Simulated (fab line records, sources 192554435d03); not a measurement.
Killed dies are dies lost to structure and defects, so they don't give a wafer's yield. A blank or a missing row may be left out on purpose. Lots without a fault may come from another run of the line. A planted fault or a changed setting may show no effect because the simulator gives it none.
One fault seen from 2 desks | flow n5_finfet | each desk has only its own numbers; what lay behind them comes last

THE METROLOGY DESK
What the gauges read, lot by lot, whatever tool the lot ran on: means of the sampled wafers that have a number. A lot is out of limits, marked OUT, if its mean lies more than 4 standard deviations from the usual mean; the brackets give that distance. Of its 15 readings 7 are shown: the one that was out of limits first, and those that lie furthest out on some lot.
Columns: A = HK_THK at N5_HKMG_FIN_THK_MEAS_70, usual 1.589 nm; B = EOT_N at N5_BEOL_M4_RC_MEAS_101, usual 10.52; C = EOT_P at N5_BEOL_M4_RC_MEAS_101, usual 10.48; D = IGATE_N at N5_BEOL_M4_RC_MEAS_101, usual 0.0128 nA/um; E = IGATE_P at N5_BEOL_M4_RC_MEAS_101, usual 0.0038 nA/um; F = IOFF_P at N5_BEOL_M4_RC_MEAS_101, usual 0.22 nA/um; G = ION_P at N5_BEOL_M4_RC_MEAS_101, usual 466 uA/um
lot  | first seen here | A                | B     | C     | D                | E                        | F    | G
L972 | day 4 07:57     | 1.602            | 10.52 | 10.50 | 0.0115           | 0.0033                   | 0.19 | 461
L973 | day 4 15:43     | 1.609            | 10.54 | 10.51 | 0.0113           | 0.0034                   | 0.24 | 464
L975 | day 5 01:28     | 1.589            | 10.35 | 10.36 | 0.0165           | 0.0049                   | 0.24 | 471
L978 | day 5 21:04     | 1.577            | 10.57 | 10.56 | 0.0128           | 0.0038                   | 0.30 | 482
L980 | day 6 10:03     | 1.605            | 10.49 | 10.50 | 0.0124           | 0.0037                   | 0.21 | 464
L982 | day 6 22:53     | 1.620            | 10.62 | 10.58 | 0.0105           | 0.0032                   | 0.22 | 463
L990 | day 8 22:35     | 1.402 (-8.5) OUT | 10.19 | 10.20 | 0.2172 (+97) OUT | 0.0678 (+99 or more) OUT | 0.21 | 469
L993 | day 9 17:26     | 1.596            | 10.48 | 10.45 | 0.0137           | 0.0041                   | 0.24 | 470
This desk's finding: out of limits on L990; first on L990, day 8 22:35 (HK_THK at N5_HKMG_FIN_THK_MEAS_70). In limits: L972, L973, L975, L978, L980, L982, L993.

THE TOOL OWNER'S DESK: ald_hk-01
The tool's own readings at N5_HKMG_FIN_HK_ALD_01 (deposits HfO2, target thk 1.6 nm, pulse time 3 s, purge time 3 s): means of the sampled wafers that have a number, for each lot that ran on this tool. A lot is out of limits, marked OUT, if its mean lies more than 4 standard deviations from the usual mean; the brackets give that distance.
Columns: A = precursor_pulse_height_rel at N5_HKMG_FIN_HK_ALD_01, usual 1.001
lot  | first seen here | A
L972 | day 4 04:38     | 1.001
L973 | day 4 11:47     | 0.992
L978 | day 5 17:25     | 1.002
L982 | day 6 19:14     | 1.017
L990 | day 8 19:11     | 0.997
This desk's finding: nothing out of limits on any of the 5 lots.

PUT TOGETHER
The metrology desk could have raised an alarm at day 8 22:35, on L990.
The tool owner's desk saw nothing out of limits.
The tool owner's desk has L990 on record, within its limits.
Of the lots named, all ran N5_HKMG_FIN_HK_ALD_01 on ald_hk-01.

WHAT THE SIMULATOR HAD PUT IN
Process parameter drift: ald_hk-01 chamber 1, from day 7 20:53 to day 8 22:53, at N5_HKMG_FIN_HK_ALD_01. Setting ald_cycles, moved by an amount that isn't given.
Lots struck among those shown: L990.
Hours from the fault's start to each desk's first reading out of limits: the metrology desk, 26.
